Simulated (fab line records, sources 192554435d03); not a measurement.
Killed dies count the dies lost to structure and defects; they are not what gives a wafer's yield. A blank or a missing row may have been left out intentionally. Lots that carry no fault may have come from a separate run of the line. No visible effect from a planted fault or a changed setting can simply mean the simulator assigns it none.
fab line records	flow n5Finfet
record lots=7	wafers=19	lastDay=17
route steps=1938 shown HKMG_FIN@444 BEOL_M4@1111 PASSIVATION@1936
lots untouched by any fault: they come from a run of this same line in which no faults occurred
startH: the number of hours between the record's first day and the start of the first shown wafer of the lot	waitH: time in hours since the lot's previous step	" repeats the value in the row above	L1.1+2: one row covering several wafers at once	- no value, or no start was given	* or withheld: withheld	< > ~ a bound
route shown NAME@n: names a module that has steps shown in the file, with the first one's number in the route	usual: average and standard deviation across the fault-free wafers	same: alike in all rows	chamber/n: place in a boat	sites: per-site readings	_std_site: standard deviation of those values	_edge_site: the outer-site mean with the inner-site mean subtracted	radiusMm: for every site, how far away it sits from the centre of the wafer	mask NAME#n: copy n	behind: the tool/chamber that last shaped the wafer	hold: why the lot went on hold/how many hours it stayed there/how the hold came to an end	device: whichever transistor did not switch (one of n, p or np)	end of line: the tests these same wafers got at the end of their route	a step without rows: its recipe alone	killed: count of dies lost to structure and defects at first sort (not the wafer's yield)	map: the dies of a wafer, with x for killed, . for not killed, _ for no die there
set.NAME: setting as actually run; set.NAME@STEP: the setting as run at that earlier step	model.NAME: the simulator's own value behind a step, which no gauge read
certain route steps with their lots: each step a table, each wafer a row
services: from which hour (startH, from the record's first day; less than 0 if before it) a tool's chamber was out of use, for how many hours, and why
## steps
# step N5_HKMG_FIN_ETCH_86
# recipe chemistry=N2/H2	target=SOC	targetDepthA=3932	stopOn=TiN	ionEnergyEv=100	biasW=61	pressureMtorr=30	sourceW=850	n2FlowSccm=200	h2FlowSccm=200
# step N5_HKMG_FIN_STRIP_89
# recipe chemistry=N2/H2	material=SOC	timeS=20	powerW=500	tempC=40	pressureMtorr=50	rfFrequencyHz=6e+07	biasPowerW=8	h2Frac=0.5	n2FlowSccm=300	h2FlowSccm=300
# step N5_HKMG_FIN_WET_ETCH_87
# recipe chemistry=SC1	target=TiN	mix=1:2:40	tempC=50	timeS=154.2	targetDepthNm=4.7	dry=ipaMarangoni	rinseTimeS=30	rinseTempC=23
# step N5_HKMG_FIN_STRIP_88
# recipe chemistry=N2/H2	powerW=2500	tempC=300	h2Frac=0.65	timeS=360	pressureMtorr=withheld	n2FlowSccm=1750	h2FlowSccm=3250
# step N5_HKMG_FIN_NWFM_ALD_20
# recipe material=TiAlC	targetThkA=20	tempC=300	aldPrecursorFamily=TiCl4	aldCoReactant=TEA	pulseTimeS=3	purgeTimeS=2	coReactantPurgeTimeS=2	coReactantPulseTimeS=10	aldCycles=7	pressureTorr=3
# usual aldCycles=7/0	heaterPowerW=474/71	precursorPulseHeightRel=1.003/0.02
lot.wafer	tool	chamber	startH	waitH	aldCycles	heaterPowerW	precursorPulseHeightRel
L403.1	aldMetal-01	0	75.63	0.3	7	377	1.010
L403.5	"	0	"	"	7	373	1.021
L403.6	"	1	"	"	7	376	1.001
L404.4	aldMetal-01	2	82.58	0.1	7	453	0.984
L404.5	"	2	"	"	7	473	1.016
L404.6	"	3	"	"	7	550	1.015
L409.2	aldMetal-03	0	113.73	0.3	7	462	1.016
L409.5	"	1	"	"	7	492	0.988
L409.6	"	0	"	"	7	446	0.979
L411.1	aldMetal-01	2	128.93	0.3	7	451	0.994
L411.3	"	3	"	"	7	544	0.994
L411.6	"	3	"	"	7	547	1.022
L419.1	aldMetal-03	3	172.73	0.3	7	436	1.012
L419.4	"	1	"	"	7	496	0.994
L419.6	"	2	"	"	7	600	0.992
L421.5	aldMetal-01	2	184.23	0.1	7	464	0.947
L421.6	"	1	"	"	7	373	0.999
L422.2	aldMetal-03	1	192.32	0.3	7	484	1.001
L422.4	"	0	"	"	7	460	0.991
# step N5_HKMG_FIN_ALD_71
# recipe material=TiN	targetThkA=10	tempC=400	aldPrecursorFamily=TiCl4	aldCoReactant=NH3	pulseTimeS=1	purgeTimeS=3	coReactantPurgeTimeS=2	coReactantPulseTimeS=2	aldCycles=47	pressureTorr=3
# step N5_HKMG_FIN_COAT_66
# recipe resist=SOC	tempC=250	timeS=60	spinRpm=1500	resistThkNm=300
# step N5_HKMG_FIN_ETCH_67
# recipe chemistry=N2/H2	target=SOC	targetDepthA=3889	stopOn=TiN	ionEnergyEv=100	biasW=61	pressureMtorr=30	sourceW=850	n2FlowSccm=200	h2FlowSccm=200
# usual drypumpMotorCurrentA=5.6/0.44	oesProductAu=0.79/0.08	rfVppV=240.9/1.2	showerheadPlenumPTorr=2.56/0.082	throttleValvePct=17.8/0.31
lot.wafer	tool	chamber	startH	waitH	drypumpMotorCurrentA	oesProductAu	rfHoursCounterH	rfVppV	showerheadPlenumPTorr	throttleValvePct
L403.1	rieDiel-06	0	76.07	-	5.5	0.74	159	241.9	2.54	17.5
L403.5	"	2	"	"	5.0	0.85	-	239.1	2.48	17.9
L403.6	"	3	"	"	6.5	0.74	-	241.4	2.64	18.0
L404.4	rieDiel-06	3	83.07	-	6.5	0.73	173	241.4	2.64	18.1
L404.5	"	1	"	"	5.3	0.79	-	239.1	2.47	18.1
L404.6	"	2	"	"	5.0	0.84	-	239.6	2.48	17.9
L409.2	rieDiel-06	0	114.17	-	5.5	0.73	170	241.6	2.54	17.6
L409.5	"	1	"	"	5.3	0.78	-	238.9	2.46	18.1
L409.6	"	0	"	"	5.5	0.73	-	241.3	2.54	17.6
L411.1	rieDiel-04	2	129.45	-	5.7	0.88	28	239.7	2.60	17.3
L411.3	"	3	"	"	5.5	0.92	16	241.5	2.60	17.2
L411.6	"	0	"	"	5.4	0.83	-	243.2	2.71	18.1
L419.1	rieDiel-03	1	173.17	-	5.6	0.67	237	241.5	2.50	17.9
L419.4	"	2	"	"	5.7	0.88	-	242.4	2.70	17.4
L419.6	"	1	"	"	5.6	0.67	-	242.1	2.50	17.9
L421.5	rieDiel-06	3	184.65	-	6.5	0.70	-	241.8	2.62	18.1
L421.6	"	0	"	"	5.5	0.72	-	239.9	2.53	17.7
L422.2	rieDiel-06	3	192.76	-	6.5	0.71	213	242.5	2.62	18.1
L422.4	"	2	"	"	5.0	0.80	95	239.3	2.46	18.0
# step N5_HKMG_FIN_STRIP_90
# recipe chemistry=N2/H2	material=SOC	timeS=20	powerW=500	tempC=40	pressureMtorr=50	rfFrequencyHz=6e+07	biasPowerW=8	h2Frac=0.5	n2FlowSccm=300	h2FlowSccm=300
# usual drypumpMotorCurrentA=5.6/0.44	oesProductAu=0.80/0.084	rfVppV=54.3/0.93	showerheadPlenumPTorr=3.38/0.1	throttleValvePct=19.1/0.44
lot.wafer	tool	chamber	startH	waitH	drypumpMotorCurrentA	oesProductAu	rfHoursCounterH	rfVppV	showerheadPlenumPTorr	throttleValvePct
L403.1	rieDiel-06	0	76.13	0.0	5.5	0.75	159	54.4	3.36	18.6
L403.5	"	2	"	"	5.0	0.86	-	55.8	3.28	19.3
L403.6	"	3	"	"	6.5	0.73	-	55.7	3.48	19.7
L404.4	rieDiel-06	3	83.13	0.0	6.5	0.73	173	55.1	3.48	19.7
L404.5	"	1	"	"	5.4	0.79	-	55.5	3.26	19.2
L404.6	"	2	"	"	5.0	0.85	-	54.6	3.28	19.3
L409.2	rieDiel-06	0	114.23	0.0	5.5	0.75	170	54.7	3.35	18.6
L409.5	"	1	"	"	5.3	0.79	-	53.9	3.26	19.2
L409.6	"	0	"	"	5.5	0.74	-	54.6	3.35	18.6
L411.1	rieDiel-04	2	129.51	0.0	5.7	0.90	28	54.0	3.43	18.5
L411.3	"	3	"	"	5.5	0.94	17	54.0	3.43	18.3
L411.6	"	0	"	"	5.4	0.85	-	54.2	3.57	19.3
L419.1	rieDiel-03	1	173.23	0.0	5.6	0.67	237	53.5	3.31	19.0
L419.4	"	2	"	"	5.7	0.89	-	55.3	3.56	18.5
L419.6	"	1	"	"	5.6	0.68	-	53.8	3.31	19.0
L421.5	rieDiel-06	3	184.71	0.0	6.5	0.71	-	54.6	3.46	19.7
L421.6	"	0	"	"	5.5	0.73	-	54.2	3.34	18.7
L422.2	rieDiel-06	3	192.82	0.0	6.5	0.71	213	53.0	3.46	19.8
L422.4	"	2	"	"	5.0	0.81	95	51.9	3.26	19.3
# step N5_HKMG_FIN_WET_ETCH_73
# recipe chemistry=SC1	mix=1:2:40	tempC=50	timeS=42.3	targetDepthNm=1.3	dry=ipaMarangoni	rinseTimeS=30	rinseTempC=23
# step N5_HKMG_FIN_ETCHBACK_68
# recipe chemistry=Cl2/Ar	stopOn=HfO2	targetDepthA=5	pressureMtorr=10	icpW=600	biasW=60	Cl2_flow_sccm=40	Ar_flow_sccm=60
# usual drypumpMotorCurrentA=5.8/0.47	mfcArSccm=60.00/0.18	oes_ar_750_au=0.68/0.12	oesProductAu=0.67/0.12	throttleValvePct=20.87/0.26
lot.wafer	tool	chamber	startH	waitH	drypumpMotorCurrentA	mfcArSccm	oes_ar_750_au	oesProductAu	rfHoursCounterH	throttleValvePct
L403.1	rieMetal-03	0	76.29	0.0	5.5	60.03	0.62	0.61	116	20.71
L403.5	"	1	"	"	6.1	60.24	0.59	0.60	-	21.24
L403.6	"	0	"	"	5.5	60.23	0.62	0.61	-	20.72
L404.4	rieMetal-03	1	83.33	0.1	6.1	59.97	0.60	0.60	-	21.24
L404.5	"	1	"	"	6.1	60.18	0.60	0.60	-	21.23
L404.6	"	0	"	"	5.5	59.84	0.62	0.62	-	20.72
L409.2	rieMetal-03	0	114.39	0.0	5.6	59.85	0.62	0.61	119	20.72
L409.5	"	0	"	"	5.5	59.85	0.62	0.61	-	20.72
L409.6	"	1	"	"	6.2	59.93	0.59	0.60	-	21.23
L411.1	rieMetal-03	1	129.67	0.0	6.1	59.83	0.59	0.60	135	21.25
L411.3	"	1	"	"	6.1	59.80	0.59	0.49	-	21.42
L411.6	"	1	"	"	6.1	59.93	0.59	0.59	-	21.26
L419.1	rieMetal-01	0	173.39	0.0	6.5	59.92	0.64	0.65	97	20.80
L419.4	"	0	"	"	6.5	59.96	0.64	0.64	-	20.81
L419.6	"	0	"	"	6.5	60.16	0.64	0.64	-	20.82
L421.5	rieMetal-03	0	185.00	0.2	5.5	59.78	0.61	0.60	-	20.73
L421.6	"	0	"	"	5.5	59.88	0.61	0.60	-	20.73
L422.2	rieMetal-01	0	192.99	0.0	6.5	60.17	0.64	0.64	98	20.83
L422.4	"	1	"	"	5.2	60.08	0.80	0.80	-	20.49
# step N5_HKMG_FIN_STRIP_69
# recipe chemistry=N2/H2	powerW=2500	tempC=300	h2Frac=0.65	timeS=360	pressureMtorr=withheld	n2FlowSccm=1750	h2FlowSccm=3250
# usual drypumpMotorCurrentA=5.8/0.62	heaterPowerW=479/38
lot.wafer	tool	chamber	startH	waitH	drypumpMotorCurrentA	heaterPowerW	rfHoursCounterH
L403.1	plasmaAsher-01	0	76.43	0.1	6.1	461	91
L403.5	"	1	"	"	6.7	454	-
L403.6	"	0	"	"	6.1	453	-
L404.4	plasmaAsher-02	0	83.55	0.2	5.7	450	-
L404.5	"	0	"	"	5.8	449	-
L404.6	"	1	"	"	4.9	536	-
L409.2	plasmaAsher-01	1	114.53	0.1	6.6	465	100
L409.5	"	0	"	"	6.1	453	-
L409.6	"	1	"	"	6.6	467	-
L411.1	plasmaAsher-01	0	129.94	0.2	6.1	455	104
L411.3	"	1	"	"	6.7	468	-
L411.6	"	0	"	"	6.1	460	-
L419.1	plasmaAsher-02	0	173.53	0.1	5.7	449	57
L419.4	"	0	"	"	5.7	451	-
L419.6	"	1	"	"	4.9	536	-
L421.5	plasmaAsher-01	1	185.34	0.3	6.6	455	-
L421.6	"	0	"	"	6.1	446	-
L422.2	plasmaAsher-01	1	193.13	0.1	6.6	472	113
L422.4	"	0	"	"	6.1	450	-
# step N5_HKMG_FIN_ALD_21
# recipe material=TiN	targetThkA=15	tempC=400	aldPrecursorFamily=TiCl4	aldCoReactant=NH3	pulseTimeS=1	purgeTimeS=3	coReactantPurgeTimeS=2	coReactantPulseTimeS=2	aldCycles=68	pressureTorr=3
# usual aldCycles=68/0	heaterPowerW=837/130	precursorPulseHeightRel=1.002/0.018
lot.wafer	tool	chamber	startH	waitH	aldCycles	heaterPowerW	precursorPulseHeightRel
L403.1	aldMetal-03	2	76.81	0.3	68	1097	0.999
L403.5	"	0	"	"	68	808	1.013
L403.6	"	2	"	"	68	1072	1.016
L404.4	aldMetal-01	0	84.00	0.3	68	666	1.015
L404.5	"	3	"	"	68	978	0.966
L404.6	"	0	"	"	68	653	0.995
L409.2	aldMetal-01	2	114.91	0.3	68	836	1.030
L409.5	"	2	"	"	68	810	1.013
L409.6	"	3	"	"	68	991	0.988
L411.1	aldMetal-03	0	130.32	0.3	68	809	0.987
L411.3	"	2	"	"	68	1087	0.994
L411.6	"	0	"	"	68	790	0.991
L419.1	aldMetal-01	3	173.91	0.3	68	964	1.011
L419.4	"	2	"	"	76	831	0.969
L419.6	"	1	"	"	76	662	1.010
L421.5	aldMetal-01	3	185.65	0.2	68	966	1.045
L421.6	"	2	"	"	76	832	0.993
L422.2	aldMetal-01	3	193.51	0.3	68	962	1.022
L422.4	"	2	"	"	76	813	1.022
# step N5_HKMG_FIN_ALD_72
# recipe material=W	targetThkA=20	tempC=300	pressureTorr=7.5	aldPrecursorFamily=WF6	aldCoReactant=B2H6	pulseTimeS=1	purgeTimeS=2	coReactantPurgeTimeS=2	coReactantPulseTimeS=3	aldCycles=7
# step N5_BEOL_M4_RC_MEAS_101
# usual DIBL_N=36.4/1.4	DIBL_P=36.3/1.8	IOFF_N=0.163/0.024	IOFF_P=0.21/0.034	ION_N=673/11	ION_P=461/7.4	SS_N=71.6/0.52	SS_P=73.3/0.58	VT_N=249.4/2.5	VT_P=-250/3.5
lot.wafer	tool	chamber	startH	waitH	DIBL_N[mV/V]	DIBL_P[mV/V]	IOFF_N[nA/um]	IOFF_P[nA/um]	ION_N[uA/um]	ION_P[uA/um]	SS_N[mV/dec]	SS_P[mV/dec]	VT_N[mV]	VT_P[mV]
L403.1	prober-02	0	167.98	0.0	35.4	34.2	0.145	0.17	670	457	70.8	73.4	249.5	-256
L403.5	"	0	"	"	34.0	32.1	0.119	0.15	660	447	70.7	72.3	255.6	-256
L403.6	"	0	"	"	36.3	35.4	0.157	0.19	670	455	71.6	73.8	252.5	-253
L404.4	prober-02	0	171.12	0.5	39.4	40.4	0.228	0.27	679	461	72.8	74.5	245.1	-249
L404.5	"	0	"	"	36.9	37.2	0.180	0.23	667	455	71.5	72.9	249.7	-249
L404.6	"	0	"	"	35.9	36.5	0.157	0.20	679	468	71.0	72.3	248.3	-250
L409.2	prober-01	0	199.24	0.2	37.7	37.1	0.166	0.25	669	464	71.9	73.7	249.5	-245
L409.5	"	0	"	"	38.9	37.6	0.185	0.28	674	470	72.0	73.3	250.3	-243
L409.6	"	0	"	"	35.7	33.9	0.130	0.19	660	456	71.1	72.2	253.4	-252
L411.1	prober-02	0	212.28	0.0	35.1	36.5	0.148	0.23	663	463	71.6	73.5	250.2	-251
L411.3	"	0	"	"	35.9	36.8	0.160	0.24	678	469	71.8	74.0	249.4	-247
L411.6	"	0	"	"	35.7	36.5	0.161	0.23	669	465	72.0	73.3	250.6	-249
L419.1	prober-02	0	261.05	0.0	34.6	32.7	0.121	0.16	655	447	71.0	72.4	251.4	-255
L419.4	"	0	"	"	34.6	32.4	0.115	0.16	654	450	72.2	72.7	253.5	-251
L419.6	"	0	"	"	36.9	35.5	0.153	0.19	672	457	72.0	73.4	249.1	-252
L421.5	prober-01	0	262.86	0.6	37.0	36.5	0.169	0.20	677	458	71.7	73.2	247.5	-253
L421.6	"	0	"	"	35.5	34.9	0.144	0.18	667	452	71.0	73.3	249.9	-255
L422.2	prober-02	0	283.34	0.2	37.1	37.0	0.157	0.20	681	460	71.5	73.7	251.3	-251
L422.4	"	0	"	"	35.8	35.7	0.136	0.18	669	460	70.8	73.6	252.2	-252
# step N5_PASSIVATION_PROBE_49
# usual defectLimitedYield=91.4/1.6	killed_at_M0_to_M3=34/12	killed_at_M4_up=13/5.2	killedAtContacts=11/5.5	killedAtFrontEnd=40/13	killedAtOther=3.4/2.7	killedDies=102/19	killedOpen=66/15	killedShort=33/7.9	sort_bin_5_function=5.1/1.1	sort_bin_6_memory=3.2/0.7	sortNPass=1078/19	sortYieldPct=91.4/1.6
# same grossDies=1180	killedAtBackSide=0	sort_bin_4_leakage[%]=0	sort_bin_8_speed[%]=0
lot.wafer	tool	chamber	startH	waitH	defectLimitedYield[%]	killed_at_M0_to_M3	killed_at_M4_up	killedAtContacts	killedAtFrontEnd	killedAtOther	killedDies	killedOpen	killedShort	sort_bin_5_function[%]	sort_bin_6_memory[%]	sortNPass	sortYieldPct[%]
L403.1	prober-01	-	267.53	0.1	90.7	48	8	15	34	5	110	59	46	5.9	2.7	1070	90.7
L403.5	prober-01	-	267.73	0.3	91.4	36	20	8	31	6	101	66	31	4.9	3.2	1079	91.4
L403.6	prober-01	-	267.78	0.3	91.1	50	18	6	29	2	105	64	38	5.6	2.9	1075	91.1
L404.4	prober-01	-	273.00	0.2	91.9	35	12	11	31	6	95	56	36	5.3	2.5	1085	91.9
L404.5	prober-01	-	273.05	0.2	90.5	20	13	18	54	7	112	76	33	5.6	3.6	1068	90.5
L404.6	prober-01	-	273.10	0.3	93.7	21	12	8	29	4	74	50	22	2.9	3.1	1106	93.7
L409.2	prober-01	-	310.83	0.1	87.8	57	16	5	62	4	144	103	41	7.9	4.2	1036	87.8
L409.5	prober-01	-	310.98	0.2	92.4	31	16	5	37	1	90	61	29	5.1	2.3	1090	92.4
L409.6	prober-01	-	311.03	0.3	92.8	31	17	9	25	3	85	65	20	4.3	2.8	1095	92.8
L411.1	prober-02	-	311.21	0.0	92.2	16	33	13	28	2	92	59	31	4.7	2.5	1088	92.2
L411.3	prober-02	-	311.31	0.1	91.9	25	18	8	32	13	96	64	29	4.3	3.6	1084	91.9
L411.6	prober-02	-	311.46	0.3	94.7	18	18	6	15	6	63	39	18	3.1	2.1	1117	94.7
L419.1	prober-02	-	371.78	0.0	92.2	30	4	22	35	1	92	64	26	4.7	3.0	1088	92.2
L419.4	prober-02	-	371.93	0.2	94.2	11	8	12	33	4	68	47	16	3.3	1.9	1112	94.2
L419.6	prober-02	-	372.03	0.3	92.6	25	11	15	32	4	87	49	36	3.6	3.2	1093	92.6
L421.5	prober-02	-	382.28	0.2	91.6	22	11	24	42	0	99	60	39	4.5	3.7	1081	91.6
L421.6	prober-02	-	382.33	0.3	93.7	17	12	5	38	2	74	55	18	3.5	2.7	1106	93.7
L422.4	prober-02	-	398.42	0.2	89.8	55	15	10	36	4	120	72	43	5.8	3.9	1060	89.8
# killed by level:class
L403.1 BEOL_M0_SAQP:geometricParticle:open=19 MOL_CONTACT_COAG:geometricParticle:open=12 FIN_SAQP:geometricParticle:short=10 BEOL_M0_SAQP:geometricParticle:short=10 BEOL_M3:geometricParticle:short=6 BEOL_M3:geometricParticle:open=4 DUMMY_GATE:geometricParticle:open=3 SDB:geometricParticle:short=3
L403.5 MOL_CONTACT_COAG:geometricParticle:open=8 BEOL_M2:geometricParticle:open=8 BEOL_M0_SAQP:geometricParticle:open=7 BEOL_M4:geometricParticle:open=7 BEOL_M0_SAQP:geometricParticle:short=5 BEOL_M3:geometricParticle:open=5 STI_FIN_REVEAL:geometricParticle:open=4 BEOL_M0:geometricParticle:open=4
L403.6 BEOL_M0_SAQP:geometricParticle:open=13 BEOL_M2:geometricParticle:open=12 BEOL_M0_SAQP:geometricParticle:short=10 STARTING-WAFER:geometricParticle:short=7 FIN_SAQP:geometricParticle:open=5 DUMMY_GATE:geometricParticle:open=5 BEOL_M1:geometricParticle:open=4 BEOL_M3:geometricParticle:open=4
L404.4 STI_FIN_REVEAL:geometricParticle:open=12 BEOL_M0_SAQP:geometricParticle:short=11 MOL_CONTACT_COAG:geometricParticle:open=9 BEOL_M2:geometricParticle:open=8 DUMMY_GATE:geometricParticle:open=6 BEOL_M1:geometricParticle:open=5 STARTING-WAFER:geometricParticle:short=5 BEOL_M5:geometricParticle:short=4
L404.5 STI_FIN_REVEAL:geometricParticle:open=26 MOL_CONTACT_COAG:geometricParticle:open=13 FIN_SAQP:geometricParticle:open=7 FIN_SAQP:geometricParticle:short=6 BEOL_M4:geometricParticle:open=6 BEOL_M0_SAQP:geometricParticle:short=4 BEOL_M3:geometricParticle:open=4 BEOL_M0_SAQP:geometricParticle:open=4
L404.6 STI_FIN_REVEAL:geometricParticle:open=10 BEOL_M0_SAQP:geometricParticle:open=7 GATE_CUT:geometricParticle:short=6 MOL_CONTACT_COAG:geometricParticle:open=6 BEOL_M0_SAQP:geometricParticle:short=6 BEOL_M2:geometricParticle:open=4 BEOL_M4:geometricParticle:open=4 BEOL_M5:geometricParticle:open=4
L409.2 BEOL_M0_SAQP:geometricParticle:open=23 FIN_SAQP:geometricParticle:open=16 FIN_SAQP:geometricParticle:short=14 BEOL_M4:geometricParticle:open=12 BEOL_M0_SAQP:geometricParticle:short=10 DUMMY_GATE:geometricParticle:open=7 BEOL_M1:geometricParticle:open=7 STI_FIN_REVEAL:geometricParticle:open=6
L409.5 BEOL_M4:geometricParticle:open=14 BEOL_M3:geometricParticle:open=10 FIN_SAQP:geometricParticle:open=9 FIN_SAQP:geometricParticle:short=8 STARTING-WAFER:geometricParticle:short=6 BEOL_M2:geometricParticle:open=5 STI_FIN_REVEAL:geometricParticle:open=4 MOL_CONTACT_COAG:geometricParticle:open=4
L409.6 BEOL_M3:geometricParticle:open=12 FIN_SAQP:geometricParticle:open=7 MOL_CONTACT_COAG:geometricParticle:open=7 BEOL_M4:geometricParticle:open=7 BEOL_M0_SAQP:geometricParticle:open=6 BEOL_M2:geometricParticle:open=5 FIN_SAQP:geometricParticle:short=4 BEOL_M0_SAQP:geometricParticle:short=4
L411.1 BEOL_M4:geometricParticle:open=19 MOL_CONTACT_COAG:geometricParticle:open=11 BEOL_M0_SAQP:geometricParticle:short=7 STI_FIN_REVEAL:geometricParticle:open=5 GATE_CUT:geometricParticle:short=4 BEOL_M0_SAQP:geometricParticle:open=4 STARTING-WAFER:geometricParticle:short=4 FIN_SAQP:geometricParticle:open=3
L411.3 STI_FIN_REVEAL:geometricParticle:open=8 MOL_CONTACT_COAG:geometricParticle:open=8 BEOL_M0_SAQP:geometricParticle:open=7 FIN_SAQP:geometricParticle:short=5 BEOL_M0_SAQP:geometricParticle:short=5 BEOL_M1:geometricParticle:open=5 BEOL_M6:geometricParticle:open=5 MIM_TOP:geometricParticle:open=5
L411.6 BEOL_M0_SAQP:geometricParticle:open=7 BEOL_M4:geometricParticle:open=6 MOL_CONTACT_COAG:geometricParticle:open=5 FIN_SAQP:geometricParticle:open=4 BEOL_M0_SAQP:geometricParticle:short=4 STI_FIN_REVEAL:geometricParticle:open=3 GATE_CUT:geometricParticle:short=3 BEOL_M7:geometricParticle:open=3
L419.1 MOL_CONTACT_COAG:geometricParticle:open=19 BEOL_M0_SAQP:geometricParticle:open=10 BEOL_M0_SAQP:geometricParticle:short=9 FIN_SAQP:geometricParticle:open=8 FIN_SAQP:geometricParticle:short=7 STI_FIN_REVEAL:geometricParticle:open=5 STARTING-WAFER:geometricParticle:open=5 STARTING-WAFER:geometricParticle:short=4
L419.4 MOL_CONTACT_COAG:geometricParticle:open=12 FIN_SAQP:geometricParticle:open=10 DUMMY_GATE:geometricParticle:open=8 FIN_SAQP:geometricParticle:short=5 BEOL_M9:geometricParticle:open=4 PASS1_CAP:geometricParticle:short=4 HKMG_FIN:areaEtch=3 GATE_CUT:geometricParticle:short=2
L419.6 MOL_CONTACT_COAG:geometricParticle:open=11 FIN_SAQP:geometricParticle:short=6 DUMMY_GATE:geometricParticle:open=6 BEOL_M1:geometricParticle:short=6 MOL_CONTACT_COAG:geometricParticle:short=4 BEOL_M3:geometricParticle:open=4 BEOL_M6:geometricParticle:open=4 FIN_SAQP:geometricParticle:open=3
L421.5 MOL_CONTACT_COAG:geometricParticle:open=19 FIN_SAQP:geometricParticle:short=13 STI_FIN_REVEAL:geometricParticle:open=6 FIN_SAQP:geometricParticle:open=5 MOL_CONTACT_COAG:geometricParticle:short=5 BEOL_M0_SAQP:geometricParticle:open=5 STARTING-WAFER:geometricParticle:short=5 BEOL_M0_SAQP:geometricParticle:short=4
L421.6 FIN_SAQP:geometricParticle:open=15 FIN_SAQP:geometricParticle:short=8 BEOL_M0_SAQP:geometricParticle:open=8 MOL_CONTACT_COAG:geometricParticle:open=5 BEOL_M3:geometricParticle:open=4 DUMMY_GATE:geometricParticle:open=3 STARTING-WAFER:geometricParticle:open=3 BEOL_M0_SAQP:geometricParticle:short=3
L422.4 BEOL_M0_SAQP:geometricParticle:short=19 BEOL_M0_SAQP:geometricParticle:open=15 STI_FIN_REVEAL:geometricParticle:open=9 MOL_CONTACT_COAG:geometricParticle:open=8 FIN_SAQP:geometricParticle:open=6 DUMMY_GATE:geometricParticle:open=6 BEOL_M2:geometricParticle:open=6 BEOL_M2:geometricParticle:short=4
## services
tool	chamber	startH	hours	kind
plasmaAsher-01	-	59.79	2.6	repair
aldMetal-03	3	65.19	24.9	repair
rieDiel-04	3	66.26	-	clean
rieDiel-04	3	66.26	-	consumableReplace:focusRing
rieDiel-04	3	66.26	13.0	scheduledDown
rieDiel-04	3	66.26	13.0	ventCycle
rieDiel-03	2	69.94	-	clean
rieDiel-03	2	69.94	-	consumableReplace:focusRing
rieDiel-03	2	69.94	-	consumableReplace:showerhead
rieDiel-03	2	69.94	13.2	scheduledDown
rieDiel-03	2	69.94	13.2	ventCycle
rieMetal-01	1	105.88	5.3	repair
plasmaAsher-02	-	106.61	13.5	repair
rieDiel-03	0	111.09	14.0	repair
rieMetal-03	0	123.14	25.4	repair
plasmaAsher-01	-	135.25	28.1	pm
rieDiel-03	3	148.21	-	clean
rieDiel-03	3	148.21	-	consumableReplace:focusRing
rieMetal-01	1	162.67	5.4	repair
rieMetal-03	1	172.00	-	clean
rieMetal-03	1	172.00	22.1	scheduledDown
rieMetal-03	1	172.00	22.1	ventCycle
aldMetal-01	-	181.28	2.8	pm
plasmaAsher-02	-	184.37	34.4	repair
## key
firstSign step=N5_HKMG_FIN_ALD_21	reading=aldCycles	direction=up	sigmas=99+	usual=*	struck=*
effect none on later readings
metAt N5_HKMG_FIN_ALD_21
struckWafers L419.4,L419.6,L421.6,L422.4
onsetBetween 114.91 173.91
fault kind=processParameterDrift	tool=aldMetal-01	chamber=-	onsetH=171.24	steps=N5_HKMG_FIN_ALD_21	channel=aldCycles	offset=*	shape=step	endH=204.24	scope=struckWafersOnly	actsIn=*	stated=*
